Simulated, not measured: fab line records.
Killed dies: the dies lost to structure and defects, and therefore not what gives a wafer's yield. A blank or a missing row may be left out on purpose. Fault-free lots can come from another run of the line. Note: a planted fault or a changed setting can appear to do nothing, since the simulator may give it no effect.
Matching of chambers + flow nandHarc + NHARC_A_STAIRCASE_CMP_152 on cmp-03 has 3 sister chambers
The step polishes. 3 wafers are shown with their chamber, then 6 later ones without.

## WAFERS PAIRED WITH THEIR CHAMBERS
| wafer  | chamber | motorCurrentA (A) |
|--------|---------|-------------------|
| L090.5 | 1       | 13.1              |
| L091.1 | 2       | 11.8              |
| L091.2 | 3       | 12.4              |

## WAFERS WITHOUT THEIR CHAMBER
| wafer  | motorCurrentA (A) |
|--------|-------------------|
| L091.6 | 13.2              |
| L095.1 | 12.6              |
| L095.3 | 12.2              |
| L097.1 | 13.3              |
| L097.4 | 12.1              |
| L097.6 | 11.7              |

## THE CHAMBER EACH PASSED THROUGH
| wafer  | from the rows above     | in truth |
|--------|-------------------------|----------|
| L091.6 | 1                       | 1        |
| L095.1 | can't be placed: 3 or 1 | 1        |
| L095.3 | can't be placed: 3 or 2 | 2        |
| L097.1 | 1                       | 1        |
| L097.4 | can't be placed: 2 or 3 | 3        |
| L097.6 | 2                       | 2        |
3 of 6 placed correctly. Cannot be placed on the basis of these rows: 3; the candidates contain the true chamber in 3. Placed wrongly: 0.
How it was worked out, from the rows above alone: a wafer's distance from a chamber is the root of the sum, over the readings, of the square of ((its reading less the chamber's mean) divided by the reading's scatter). If the next closest chamber is less than 2 further off than the closest, the wafer can't be placed; otherwise it belongs to the closest. The mean given for a chamber averages the wafers shown for that chamber. The scatter: with one shown wafer a chamber, the root of the mean of the squares of how far each hidden wafer lies from its nearest shown one.
